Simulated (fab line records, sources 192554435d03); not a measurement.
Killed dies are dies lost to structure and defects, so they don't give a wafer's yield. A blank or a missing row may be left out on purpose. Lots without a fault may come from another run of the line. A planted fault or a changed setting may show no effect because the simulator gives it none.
One fault seen from 2 desks | flow n5_finfet | each desk has only its own numbers; what lay behind them comes last

THE TOOL OWNER'S DESK: cmp-02
The tool's own readings at N5_BEOL_M6_CMP_52 (polishes, stops on SiCOH lowk, t overpolish 6.9 s, target thk 80 nm): means of the sampled wafers that have a number, for each lot that ran on this tool. A lot is out of limits, marked OUT, if its mean lies more than 4 standard deviations from the usual mean; the brackets give that distance.
Columns: A = barrier_field_endpoint_s at N5_BEOL_M6_CMP_52, usual 29.3 s; B = edge_zone_pressure_frac at N5_BEOL_M6_CMP_52, usual 1.001; C = motor_current_A at N5_BEOL_M6_CMP_52, usual 6.0 A; D = overpolish_run_s at N5_BEOL_M6_CMP_52, usual 6.900 s; E = pad_life_wafers at N5_BEOL_M6_CMP_52, usual 1430; F = retaining_ring_pressure_frac at N5_BEOL_M6_CMP_52, usual 1.000; G = time_to_endpoint_s at N5_BEOL_M6_CMP_52, usual 63.9 s
lot  | first seen here | A    | B     | C   | D     | E    | F     | G
L755 | day 9 02:54     | 28.4 | 1.000 | 6.0 | 6.902 | 750  | 0.998 | 60.7
L768 | day 12 03:29    | 29.4 | 0.996 | 5.9 | 6.904 | 1369 | 1.000 | 64.6
This desk's finding: nothing out of limits on any of the 2 lots.

THE DEFECT DESK
What the inspections along the route counted, lot by lot: means of the sampled wafers that have a number. A lot is out of limits, marked OUT, if its mean lies more than 4 standard deviations from the usual mean; the brackets give that distance.
Columns: A = raw_defect_count at N5_BEOL_M6_INSPECT_58, usual 77; B = raw_defect_count at N5_BEOL_M7_INSPECT_13, usual 428; C = raw_defect_count at N5_BEOL_M7_INSPECT_30, usual 424
lot  | first seen here | A              | B   | C
L755 | day 9 03:23     | 68             | 367 | 328
L768 | day 12 03:56    | 242 (+5.9) OUT | 616 | 685
L769 | day 13 00:18    | 72             | 370 | 315
This desk's finding: out of limits on L768; first on L768, day 12 03:56 (raw_defect_count at N5_BEOL_M6_INSPECT_58). In limits: L755, L769.

PUT TOGETHER
The defect desk could have raised an alarm at day 12 03:56, on L768.
The tool owner's desk saw nothing out of limits.
The tool owner's desk has L768 on record, within its limits.
Of the lots named, all ran N5_BEOL_M6_CMP_52 on cmp-02.

WHAT THE SIMULATOR HAD PUT IN
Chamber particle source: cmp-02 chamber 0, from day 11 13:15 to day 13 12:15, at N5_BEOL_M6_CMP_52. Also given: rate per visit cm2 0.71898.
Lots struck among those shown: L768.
Hours from the fault's start to each desk's first reading out of limits: the defect desk, 15.
